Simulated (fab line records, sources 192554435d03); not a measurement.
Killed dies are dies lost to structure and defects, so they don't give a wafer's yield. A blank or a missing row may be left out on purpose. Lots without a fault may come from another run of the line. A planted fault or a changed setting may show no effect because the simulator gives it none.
fab line records | flow n5_finfet
record lots=9 wafers=27 last_day=18
route steps=1938 shown GATE_CUT@500 MOL_CONTACT_COAG@523 BEOL_M4@1111 PASSIVATION@1936
lots that met no fault: from a run of the same line without faults
start_h: hours from the record's first day to the start of the lot's first wafer shown | wait_h: hours since the lot's step before | " the same as in the row above | L1.1+2: a row that stands for several wafers | - no value, or no start given | * or withheld: withheld | < > ~ a bound
route shown NAME@n: a module of which the file shows steps, and the number in the route of the first | usual: mean/standard deviation of fault-free wafers | same: alike in all rows | chamber/n: place in a boat | sites: the reading at each site | _std_site: their standard deviation | _edge_site: outer sites' mean less inner sites' | radius_mm: how far each site lies from the wafer's centre | mask NAME#n: copy n | behind: the tool/chamber that last shaped the wafer | hold: why the lot was held/for how many hours/how that ended | device: the transistor (n, p or np) that didn't switch | end of line: the same wafers' tests at the end of the route | a step without rows: its recipe alone | killed: dies lost to structure and defects at the first sort, not the wafer's yield | map: a wafer's dies, x killed, . not, _ none there
set.NAME: the setting as run; set.NAME@STEP: as run at that earlier step | model.NAME: the simulator's own value behind a step, which no gauge read
steps of the route over a sample of lots; a table a step, a row a wafer
services: from which hour (start_h, from the record's first day; less than 0 if before it) a tool's chamber was out of use, for how many hours, and why
## steps
# step N5_GATE_CUT_CUT_ETCH_53
# recipe chemistry=SF6/Cl2 target=W mask_material=SiO2 target_depth_a=792 pressure_mtorr=8 icp_w=900 bias_w=80 SF6_flow_sccm=40 Cl2_flow_sccm=60 ends=cleared
# usual drypump_motor_current_A=5.3/0.44 etch_rf_on_time_s=26.3/0.36 oes_product_au=0.68/0.1 throttle_valve_pct=28.90/0.26
# columns lot.wafer tool chamber start_h wait_h drypump_motor_current_A etch_rf_on_time_s oes_product_au rf_hours_counter_h throttle_valve_pct
L965.3 rie_metal-03 1 90.08 0.1 4.9 26.2 0.63 - 29.16
L965.4 " 0 " " 4.9 26.4 0.81 - 28.59
L965.6 " 0 " " 4.9 26.3 0.82 - 28.58
L969.1 rie_metal-02 0 114.53 0.1 5.3 27.1 0.58 97 29.14
L969.3 " 1 " " 5.6 26.4 0.52 - 29.14
L969.5 " 0 " " 5.3 27.2 0.59 - 29.13
L971.2 rie_metal-03 0 125.10 0.1 4.9 26.7 0.80 10 28.60
L971.5 " 1 " " 4.9 26.1 0.62 - 29.16
L971.6 " 0 " " 4.9 26.6 0.80 - 28.59
L973.1 rie_metal-03 0 137.85 0.1 4.9 26.3 0.81 12 28.60
L973.3 " 0 " " 4.9 26.3 0.80 - 28.59
L973.6 " 0 " " 4.9 26.3 0.81 - 28.59
L976.3 rie_metal-02 0 156.26 0.1 5.4 27.0 0.58 - 29.14
L976.4 " 1 " " 5.6 26.1 0.87 - 28.88
L976.5 " 1 " " 5.7 26.1 0.86 - 28.88
L984.1 rie_metal-03 1 202.75 0.1 4.9 25.8 0.61 84 29.18
L984.2 " 0 " " 4.9 26.4 0.78 17 28.59
L984.4 " 0 " " 4.9 26.4 0.78 - 28.60
L985.2 rie_metal-03 0 217.02 0.1 4.9 26.5 0.77 18 28.59
L985.4 " 1 " " 4.9 25.8 0.62 - 29.18
L985.6 " 1 " " 4.9 25.8 0.61 - 29.18
L987.4 rie_metal-02 1 220.64 0.1 5.6 26.3 0.81 - 28.90
L987.5 " 0 " " 5.4 26.9 0.57 - 29.14
L987.6 " 1 " " 5.6 26.1 0.80 - 28.89
L986.2 rie_metal-03 0 224.62 0.1 4.9 26.3 0.78 19 28.61
L986.3 " 0 " " 4.9 26.4 0.77 - 28.60
L986.5 " 0 " " 4.9 26.5 0.77 - 28.60
# step N5_GATE_CUT_THK_MEAS_24
# recipe reads=SiO2_of_GATE_CUT_HM_DEP_46+SiO2_flowable_of_ILD0_FCVD_FILL_01
# usual GC_FILL_THK=220.3/1.8
# columns lot.wafer tool chamber start_h wait_h GC_FILL_THK[nm]
L965.3 film_metro-02 - 93.31 - 216.9
L965.4 " - " " 221.4
L965.6 " - " " 219.9
L969.1 film_metro-01 - 117.03 - 220.3
L969.3 " - " " 219.6
L969.5 " - " " 223.0
L971.2 film_metro-01 - 127.60 - 220.5
L971.5 " - " " 222.4
L971.6 " - " " 220.9
L973.1 film_metro-02 - 140.08 - 217.7
L973.3 " - " " 218.7
L973.6 " - " " 222.0
L976.3 film_metro-01 - 158.50 - 220.8
L976.4 " - " " 223.5
L976.5 " - " " 222.3
L984.1 film_metro-01 - 205.02 - 218.9
L984.2 " - " " 217.1
L984.4 " - " " 219.1
L985.2 film_metro-01 - 219.36 - 215.5
L985.4 " - " " 220.7
L985.6 " - " " 218.3
L987.4 film_metro-02 - 222.85 - 218.6
L987.5 " - " " 220.7
L987.6 " - " " 218.9
L986.2 film_metro-02 - 226.85 - 219.0
L986.3 " - " " 219.7
L986.5 " - " " 220.6
# step N5_GATE_CUT_CMP_43
# recipe material=SiO2 post_cmp_clean=rinse_only
# usual motor_current_A=12.5/1.1
# columns lot.wafer tool chamber start_h wait_h motor_current_A
L965.4 cmp-02 1 93.50 0.2 14.2
L965.3 " 2 " " 12.5
L965.6 " 3 " " 13.0
L969.1 cmp-02 3 117.06 0.0 12.7
L969.3 " 2 " " 12.1
L969.5 " 0 " " 12.5
L971.2 cmp-03 3 127.86 0.3 12.5
L971.6 " 2 " " 11.7
L971.5 " 3 " " 12.6
L973.3 cmp-02 2 140.11 0.0 12.7
L973.1 " 1 " " 14.0
L973.6 " 2 " " 13.1
L976.4 cmp-02 1 158.52 0.0 14.0
L976.3 " 0 " " 13.0
L976.5 " 1 " " 15.1
L984.2 cmp-02 3 205.18 0.2 13.0
L984.1 " 0 " " 12.9
L984.4 " 2 " " 12.3
L985.4 cmp-01 1 219.60 0.2 12.8
L985.2 " 2 " " 9.8
L985.6 " 0 " " 11.1
L987.4 cmp-01 1 222.96 0.1 13.4
L987.6 " 0 " " 10.8
L987.5 " 1 " " 12.6
L986.3 cmp-02 2 226.88 0.0 12.7
L986.2 " 0 " " 12.5
L986.5 " 2 " " 12.4
# step N5_MOL_CONTACT_COAG_EXPOSE_05
# recipe mask_id=CA na=0.33 source_shape=annular sigma_inner=0.4 sigma_outer=0.8 polarization=unpolarized defocus_nm=0 dose_mj=38.25
# usual exposure_dose_mJ_cm2=38.22/0.037 stage_msd_nm=0.865/0.0066
# columns lot.wafer tool chamber start_h wait_h mask exposure_dose_mJ_cm2 stage_msd_nm
L965.3 euv_scanner-01 0 94.23 - CA#0 38.24 0.872
L965.4 " 0 " " CA#0 38.17 0.873
L965.6 " 0 " " CA#0 38.24 0.871
L969.1 euv_scanner-01 0 117.94 - CA#0 38.20 0.864
L969.3 " 0 " " CA#0 38.19 0.867
L969.5 " 0 " " CA#0 38.21 0.869
L971.2 euv_scanner-01 0 128.67 - CA#0 39.00 0.866
L971.5 " 0 " " CA#0 39.01 0.864
L971.6 " 0 " " CA#0 38.96 0.867
L973.1 euv_scanner-01 0 141.11 - CA#0 39.63 0.864
L973.3 " 0 " " CA#0 39.62 0.865
L973.6 " 0 " " CA#0 39.64 0.865
L976.3 euv_scanner-02 0 159.46 - CA#0 38.25 0.869
L976.4 " 0 " " CA#0 38.20 0.869
L976.5 " 0 " " CA#0 38.23 0.869
L984.1 euv_scanner-02 0 206.06 - CA#0 38.26 0.869
L984.2 " 0 " " CA#0 38.25 0.867
L984.4 " 0 " " CA#0 38.21 0.869
L985.2 euv_scanner-02 0 220.40 - CA#0 38.16 0.872
L985.4 " 0 " " CA#0 38.17 0.870
L985.6 " 0 " " CA#0 38.15 0.871
L987.4 euv_scanner-01 0 223.90 - CA#0 38.25 0.851
L987.5 " 0 " " CA#0 38.29 0.851
L987.6 " 0 " " CA#0 38.26 0.853
L986.2 euv_scanner-01 0 227.76 - CA#0 38.28 0.851
L986.3 " 0 " " CA#0 38.29 0.850
L986.5 " 0 " " CA#0 38.24 0.847
# step N5_MOL_CONTACT_COAG_CD_MEAS_08
# recipe target_cd_nm=28 landing_energy_ev=500 detector=se_inlens polarity=opening
# usual cd_nm=28.01/0.25
# columns lot.wafer tool chamber start_h wait_h cd_nm
L965.3 cd_sem-03 0 94.35 - 27.79
L965.4 " 0 " " 27.91
L965.6 " 0 " " 28.25
L969.1 cd_sem-02 0 118.07 - 27.77
L969.3 " 0 " " 27.73
L969.5 " 0 " " 28.03
L971.2 cd_sem-01 0 128.80 - 26.89
L971.5 " 0 " " 25.75
L971.6 " 0 " " 22.30
L973.1 cd_sem-02 0 141.24 - 25.94
L973.3 " 0 " " 26.96
L973.6 " 0 " " 25.63
L976.3 cd_sem-01 0 159.58 - 27.63
L976.4 " 0 " " 28.19
L976.5 " 0 " " 27.61
L984.1 cd_sem-01 0 206.19 - 27.77
L984.2 " 0 " " 27.87
L984.4 " 0 " " 27.81
L985.2 cd_sem-02 0 220.53 - 28.20
L985.4 " 0 " " 27.83
L985.6 " 0 " " 28.40
L987.4 cd_sem-01 0 224.01 - 27.94
L987.5 " 0 " " 28.18
L987.6 " 0 " " 27.75
L986.2 cd_sem-02 0 227.89 - 27.97
L986.3 " 0 " " 27.89
L986.5 " 0 " " 27.83
# step N5_MOL_CONTACT_COAG_CD_MEAS_99
# recipe target_cd_nm=17.2 polarity=opening
# usual cd_nm=17.18/0.27
# columns lot.wafer tool chamber start_h wait_h cd_nm
L965.3 cd_sem-03 - 94.88 - 16.93
L965.4 " - " " 17.01
L965.6 " - " " 17.30
L969.1 cd_sem-02 - 118.59 - 17.33
L969.3 " - " " 17.35
L969.5 " - " " 17.28
L971.2 cd_sem-02 - 129.37 - 15.92
L971.5 " - " " 14.54
L971.6 " - " " 11.07
L973.1 cd_sem-03 - 141.76 - 14.73
L973.3 " - " " 16.57
L973.6 " - " " 15.10
L976.3 cd_sem-02 - 160.10 - 17.02
L976.4 " - " " 17.49
L976.5 " - " " 17.04
L984.1 cd_sem-02 - 206.86 - 17.43
L984.2 " - " " 17.16
L984.4 " - " " 16.84
L985.2 cd_sem-02 - 221.05 - 17.04
L985.4 " - " " 17.23
L985.6 " - " " 17.01
L987.4 cd_sem-02 - 224.53 - 17.55
L987.5 " - " " 17.18
L987.6 " - " " 17.00
L986.2 cd_sem-02 - 228.46 - 17.53
L986.3 " - " " 17.33
L986.5 " - " " 17.31
# step N5_BEOL_M4_RC_MEAS_101
# usual DIBL_N=35.8/1.4 DIBL_P=35.8/1.6 IOFF_N=0.152/0.021 IOFF_P=0.204/0.027 ION_N=672/8.7 ION_P=461/6.2 RC_DENSE_N=18.97/0.3 RC_DENSE_P=23.7/0.38 RC_N=15.45/0.23 RC_P=19.3/0.31 SS_N=71.5/0.54 SS_P=73.1/0.57 VT_N=250.0/2.5 VT_P=-250.6/2.7
# columns lot.wafer tool chamber start_h wait_h DIBL_N[mV/V] DIBL_P[mV/V] IOFF_N[nA/um] IOFF_P[nA/um] ION_N[uA/um] ION_P[uA/um] RC_DENSE_N[ohm.um] RC_DENSE_P[ohm.um] RC_N[ohm.um] RC_P[ohm.um] SS_N[mV/dec] SS_P[mV/dec] VT_N[mV] VT_P[mV]
L965.3 prober-01 0 192.44 0.3 36.7 38.0 0.175 0.212 683 463 18.50 23.2 15.09 19.1 72.8 73.2 251.0 -252.0
L965.4 " 0 " " 35.8 37.4 0.163 0.192 692 462 18.95 23.7 15.35 19.5 72.6 72.9 249.6 -252.6
L965.6 " 0 " " 35.3 36.7 0.156 0.185 680 461 19.13 24.0 15.63 19.3 72.0 72.8 250.9 -254.4
L969.1 prober-01 0 207.49 0.0 36.1 38.4 0.167 0.224 683 465 18.74 23.3 15.42 19.1 71.4 73.3 250.7 -252.5
L969.3 " 0 " " 35.1 36.2 0.140 0.187 663 452 19.03 23.5 15.43 19.2 71.5 72.1 252.5 -252.6
L969.5 " 0 " " 35.7 37.7 0.160 0.219 672 467 18.87 23.4 15.47 19.1 71.5 72.7 250.2 -250.2
L971.2 prober-02 0 225.48 0.2 36.6 37.1 0.160 0.233 676 464 20.83 26.1 16.87 21.3 71.1 72.5 248.2 -248.4
L971.5 " 0 " " 36.0 37.2 0.155 0.227 666 464 23.06 29.0 18.66 23.3 71.5 73.1 247.8 -247.3
L973.1 prober-02 0 230.76 0.0 37.4 36.9 0.174 0.204 672 453 23.27 29.1 18.58 23.6 71.3 72.9 247.5 -251.8
L973.3 " 0 " " 35.9 35.8 0.151 0.184 671 454 20.18 25.6 16.46 20.7 71.7 72.6 249.7 -251.9
L973.6 " 0 " " 35.4 34.2 0.139 0.163 663 448 23.48 29.4 18.78 23.8 71.7 72.9 251.3 -254.3
L976.3 prober-01 0 241.49 0.3 36.2 36.1 0.148 0.185 660 450 19.25 24.0 15.52 19.6 71.7 73.4 250.4 -254.4
L976.4 " 0 " " 35.8 35.8 0.143 0.178 672 460 18.83 23.6 15.39 19.2 71.3 73.4 250.5 -254.1
L976.5 " 0 " " 35.5 34.8 0.141 0.175 667 459 19.19 23.6 15.48 19.5 71.3 73.7 252.3 -250.3
L984.1 prober-02 0 299.63 0.0 33.6 34.9 0.132 0.169 659 453 18.53 23.3 15.32 19.2 70.6 72.8 252.8 -251.8
L984.2 " 0 " " 34.1 35.2 0.138 0.173 663 460 19.31 24.2 15.71 19.8 70.7 72.7 249.9 -253.6
L984.4 " 0 " " 33.5 34.8 0.126 0.167 671 455 18.88 23.9 15.33 19.3 70.5 73.0 252.3 -254.0
L985.2 prober-01 0 308.32 0.2 37.1 36.6 0.175 0.236 681 469 19.08 24.0 15.63 19.5 71.5 73.4 250.5 -247.9
L985.4 " 0 " " 37.5 37.4 0.194 0.260 680 468 18.98 23.7 15.64 19.4 71.4 74.0 246.3 -245.3
L985.6 " 0 " " 37.0 37.1 0.192 0.255 692 478 19.13 24.0 15.47 19.3 70.6 73.7 244.7 -246.4
L987.4 prober-01 0 309.90 0.5 35.5 34.8 0.152 0.199 663 452 19.07 23.5 15.41 19.4 72.0 72.9 249.4 -251.6
L987.5 " 0 " " 36.2 35.3 0.175 0.220 669 461 18.95 24.0 15.56 19.6 72.1 72.5 246.1 -247.8
L987.6 " 0 " " 35.4 34.3 0.147 0.200 670 460 19.61 24.5 15.92 20.0 71.0 72.5 251.8 -249.4
L986.2 prober-02 0 316.41 0.2 36.5 34.4 0.165 0.203 681 463 18.90 23.5 15.47 19.2 71.1 74.1 247.6 -251.2
L986.3 " 0 " " 36.4 34.3 0.173 0.205 680 457 19.22 24.0 15.77 19.6 71.3 72.7 247.0 -249.2
L986.5 " 0 " " 36.7 34.6 0.174 0.209 670 466 19.22 23.8 15.70 19.4 71.8 73.6 247.0 -248.4
# step N5_PASSIVATION_PROBE_49
# usual defect_limited_yield=91.6/1.4 killed_at_M0_to_M3=33/9.7 killed_at_M4_up=13/5.4 killed_at_contacts=13/6.6 killed_at_front_end=36/11 killed_at_other=3.9/3 killed_dies=99/16 killed_on_rim=13/3.8 killed_open=66/12 killed_short=32/7.9 sort_bin_5_function=4.9/0.9 sort_bin_6_memory=3.2/0.67 sort_n_pass=1081/16 sort_yield_pct=91.6/1.4
# same gross_dies=1180 killed_at_back_side=0 sort_bin_4_leakage[%]=0 sort_bin_8_speed[%]=0
# columns lot.wafer tool chamber start_h wait_h defect_limited_yield[%] killed_at_M0_to_M3 killed_at_M4_up killed_at_contacts killed_at_front_end killed_at_other killed_dies killed_on_rim killed_open killed_short sort_bin_5_function[%] sort_bin_6_memory[%] sort_n_pass sort_yield_pct[%]
L965.3 prober-01 - 302.98 0.1 93.0 21 20 6 28 8 83 16 52 31 4.6 2.3 1097 93.0
L965.4 prober-01 - 303.03 0.2 91.9 27 24 12 30 2 95 13 67 28 4.7 3.1 1085 91.9
L965.6 prober-01 - 303.13 0.3 92.7 29 11 12 32 2 86 9 60 26 4.3 2.8 1094 92.7
L973.1 prober-02 - 329.10 0.0 61.1 21 9 393 34 2 459 51 50 20 24.5 12.8 721 61.1
L973.3 prober-02 - 329.20 0.1 90.8 43 24 13 29 0 109 8 75 31 5.3 3.5 1071 90.8
L973.6 prober-02 - 329.35 0.3 47.5 28 10 524 57 1 620 83 81 32 33.4 16.6 560 47.5
L971.2 prober-01 - 333.50 0.1 90.8 35 14 23 33 3 108 15 80 28 5.8 3.2 1072 90.8
L971.5 prober-01 - 333.65 0.2 87.5 40 17 49 39 3 148 18 76 46 7.5 4.5 1032 87.5
L971.6 prober-01 - 333.70 0.3 0 46 19 1069 40 6 1180 152 90 36 6.2 5.1 0 0
L984.1 prober-02 - 404.64 0.0 89.9 17 10 24 63 5 119 16 83 35 5.0 4.7 1061 89.9
L984.2 prober-02 - 404.69 0.1 91.8 42 14 11 29 1 97 15 62 31 5.0 3.0 1083 91.8
L984.4 prober-02 - 404.79 0.2 92.0 28 12 12 35 7 94 14 63 30 4.2 3.5 1086 92.0
L985.2 prober-02 - 420.60 0.1 93.6 25 8 4 37 2 76 9 51 24 4.0 2.3 1104 93.6
L985.4 prober-02 - 420.70 0.2 90.1 51 7 25 33 1 117 16 68 47 5.8 3.9 1063 90.1
L985.6 prober-02 - 420.80 0.3 89.8 46 11 8 54 1 120 15 74 45 5.8 4.2 1060 89.8
# killed by level:class
L965.3 BEOL_M4:geometric_particle:open=8 BEOL_M0_SAQP:geometric_particle:short=8 STI_FIN_REVEAL:geometric_particle:open=8 BEOL_M0_SAQP:geometric_particle:open=6 STI_FIN_REVEAL:geometric_particle:short=5 STARTING-WAFER:geometric_particle:open=5 FIN_SAQP:geometric_particle:open=4 MOL_CONTACT_COAG:geometric_particle:open=4
L965.4 BEOL_M4:geometric_particle:open=11 MOL_CONTACT_COAG:geometric_particle:open=9 BEOL_M0_SAQP:geometric_particle:short=7 FIN_SAQP:geometric_particle:open=5 BEOL_M0_SAQP:geometric_particle:open=5 BEOL_M2:geometric_particle:open=5 BEOL_M3:geometric_particle:open=5 STARTING-WAFER:geometric_particle:short=5
L965.6 MOL_CONTACT_COAG:geometric_particle:open=11 BEOL_M0_SAQP:geometric_particle:short=7 BEOL_M1:geometric_particle:open=7 BEOL_M2:geometric_particle:open=6 FIN_SAQP:geometric_particle:open=5 DUMMY_GATE:geometric_particle:open=5 BEOL_M0:geometric_particle:open=5 FIN_SAQP:geometric_particle:short=4
L973.1 MOL_CONTACT_COAG:area_expose=388 STI_FIN_REVEAL:geometric_particle:open=8 BEOL_M0_SAQP:geometric_particle:open=6 STARTING-WAFER:geometric_particle:open=6 GATE_CUT:geometric_particle:short=5 FIN_SAQP:geometric_particle:open=4 MOL_CONTACT_COAG:geometric_particle:open=4 BEOL_M3:geometric_particle:open=4
L973.3 BEOL_M0_SAQP:geometric_particle:open=14 BEOL_M3:geometric_particle:open=13 MOL_CONTACT_COAG:geometric_particle:open=11 BEOL_M0_SAQP:geometric_particle:short=11 FIN_SAQP:geometric_particle:short=8 BEOL_M5:geometric_particle:open=8 BEOL_M4:geometric_particle:open=7 DUMMY_GATE:geometric_particle:open=5
L973.6 MOL_CONTACT_COAG:area_expose=507 MOL_CONTACT_COAG:geometric_particle:open=16 FIN_SAQP:geometric_particle:open=11 FIN_SAQP:geometric_particle:short=11 STI_FIN_REVEAL:geometric_particle:open=10 BEOL_M1:geometric_particle:open=10 BEOL_M4:geometric_particle:open=6 BEOL_M3:geometric_particle:open=6
L971.2 MOL_CONTACT_COAG:geometric_particle:open=19 BEOL_M2:geometric_particle:open=11 FIN_SAQP:geometric_particle:open=10 BEOL_M0_SAQP:geometric_particle:open=10 BEOL_M1:geometric_particle:open=9 DUMMY_GATE:geometric_particle:open=7 BEOL_M4:geometric_particle:short=5 STARTING-WAFER:geometric_particle:short=5
L971.5 MOL_CONTACT_COAG:area_expose=24 MOL_CONTACT_COAG:geometric_particle:open=20 BEOL_M0_SAQP:geometric_particle:short=11 FIN_SAQP:geometric_particle:short=8 BEOL_M2:geometric_particle:open=8 BEOL_M1:geometric_particle:open=7 FIN_SAQP:geometric_particle:open=6 DUMMY_GATE:geometric_particle:open=6
L971.6 MOL_CONTACT_COAG:area_expose=1053 MOL_CONTACT_COAG:geometric_particle:open=15 FIN_SAQP:geometric_particle:open=14 BEOL_M2:geometric_particle:open=14 BEOL_M1:geometric_particle:open=13 FIN_SAQP:geometric_particle:short=7 BEOL_M0_SAQP:geometric_particle:open=7 BEOL_M4:geometric_particle:open=7
L984.1 FIN_SAQP:geometric_particle:open=22 MOL_CONTACT_COAG:geometric_particle:open=18 FIN_SAQP:geometric_particle:short=12 STI_FIN_REVEAL:geometric_particle:open=9 DUMMY_GATE:geometric_particle:open=9 BEOL_M4:geometric_particle:open=7 MOL_CONTACT_COAG:geometric_particle:short=6 BEOL_M0_SAQP:geometric_particle:short=5
L984.2 BEOL_M0_SAQP:geometric_particle:open=13 BEOL_M2:geometric_particle:open=10 STI_FIN_REVEAL:geometric_particle:open=7 MOL_CONTACT_COAG:geometric_particle:open=7 BEOL_M0_SAQP:geometric_particle:short=6 BEOL_M3:geometric_particle:open=5 BEOL_M4:geometric_particle:short=5 FIN_SAQP:geometric_particle:open=4
L984.4 MOL_CONTACT_COAG:geometric_particle:open=10 BEOL_M0_SAQP:geometric_particle:open=9 FIN_SAQP:geometric_particle:short=8 FIN_SAQP:geometric_particle:open=8 BEOL_M0_SAQP:geometric_particle:short=7 BEOL_M2:geometric_particle:open=6 BEOL_M4:geometric_particle:open=6 ILD0:geometric_particle:short=4
L985.2 BEOL_M0_SAQP:geometric_particle:open=9 FIN_SAQP:geometric_particle:short=7 BEOL_M3:geometric_particle:open=7 FIN_SAQP:geometric_particle:open=6 MOL_CONTACT_COAG:geometric_particle:open=4 STI_FIN_REVEAL:geometric_particle:open=4 STI_FIN_REVEAL:geometric_particle:short=3 GATE_CUT:geometric_particle:short=3
L985.4 MOL_CONTACT_COAG:geometric_particle:open=15 FIN_SAQP:geometric_particle:short=12 BEOL_M0_SAQP:geometric_particle:open=12 MOL_CONTACT_COAG:geometric_particle:short=10 BEOL_M2:geometric_particle:open=10 BEOL_M3:geometric_particle:open=6 BEOL_M0_SAQP:geometric_particle:short=6 BEOL_M1:geometric_particle:open=6
L985.6 STI_FIN_REVEAL:geometric_particle:open=17 BEOL_M3:geometric_particle:open=11 FIN_SAQP:geometric_particle:open=9 BEOL_M0_SAQP:geometric_particle:short=8 BEOL_M0_SAQP:geometric_particle:open=8 STI_FIN_REVEAL:geometric_particle:short=7 MOL_CONTACT_COAG:geometric_particle:open=7 BEOL_M2:geometric_particle:short=7
## services
# columns tool chamber start_h hours kind
euv_scanner-01 - 68.26 1.0 pm
euv_scanner-02 - 70.05 1.0 pm
euv_scanner-02 - 71.06 5.8 pm
euv_scanner-02 - 77.58 4.6 pm
euv_scanner-01 - 96.48 6.5 repair
rie_metal-03 - 104.56 0.4 repair
euv_scanner-01 - 113.63 1.5 repair
cmp-03 - 114.02 4.0 pm
euv_scanner-02 - 116.72 0.7 repair
rie_metal-02 - 116.87 1.4 pm
rie_metal-02 1 119.03 8.3 repair
euv_scanner-01 - 122.05 1.0 pm
cmp-02 - 123.99 7.3 pm
cmp-01 - 126.15 2.8 repair
euv_scanner-02 - 126.20 1.0 pm
euv_scanner-01 - 144.78 4.6 pm
euv_scanner-02 - 162.57 1.8 repair
euv_scanner-02 - 175.94 6.2 pm
euv_scanner-01 - 182.19 1.0 pm
euv_scanner-02 - 183.20 1.0 pm
rie_metal-02 0 190.68 15.2 repair
cmp-01 - 195.05 4.0 repair
cmp-01 - 202.53 2.6 repair
cmp-02 - 217.07 4.0 pm
## key
first_sign step=N5_MOL_CONTACT_COAG_EXPOSE_05 reading=exposure_dose_mJ_cm2 direction=up sigmas=30 usual=38.22 struck=39.31
effect step=N5_MOL_CONTACT_COAG_CD_MEAS_08 reading=cd_nm direction=down sigmas=9.9 usual=28.01 struck=25.58 through=control_loop
effect step=N5_MOL_CONTACT_COAG_CD_MEAS_99 reading=cd_nm direction=down sigmas=9.5 usual=17.18 struck=14.66 through=control_loop
effect step=N5_BEOL_M4_RC_MEAS_101 reading=RC_DENSE_N direction=up sigmas=11 usual=18.97 struck=22.16
effect step=N5_BEOL_M4_RC_MEAS_101 reading=RC_DENSE_P direction=up sigmas=11 usual=23.7 struck=27.8
effect step=N5_BEOL_M4_RC_MEAS_101 reading=RC_N direction=up sigmas=11 usual=15.45 struck=17.87
effect step=N5_BEOL_M4_RC_MEAS_101 reading=RC_P direction=up sigmas=10 usual=19.3 struck=22.5
effect step=N5_PASSIVATION_PROBE_49 reading=killed_at_contacts direction=up sigmas=50 usual=13 struck=345 wafers_moved=4
more_kills_born_at N5_MOL_CONTACT_COAG_EXPOSE_05@euv_scanner-01=1972
met_at N5_MOL_CONTACT_COAG_EXPOSE_05
struck_lots L971,L973
later_rows_left_out L971.6
loop_trim step=N5_MOL_CONTACT_COAG_EXPOSE_05 setting=dose lots=L971,L973
not_acting_at N5_GATE_CUT_CUT_ETCH_53,N5_GATE_CUT_THK_MEAS_24,N5_GATE_CUT_CMP_43
onset_between 117.94 128.67
fault kind=process_parameter_drift tool=euv_scanner-01 chamber=- onset_h=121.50 steps=N5_MOL_CONTACT_COAG_EXPOSE_05 channel=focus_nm offset=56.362 spread_by_wafer=0.3 shape=step end_h=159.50
# later_rows_left_out: the simulator's readings of these wafers behind a module that went badly wrong aren't trusted and aren't shown, but for the sort
# loop_trim: a control loop set the setting to another value than it would have without faults
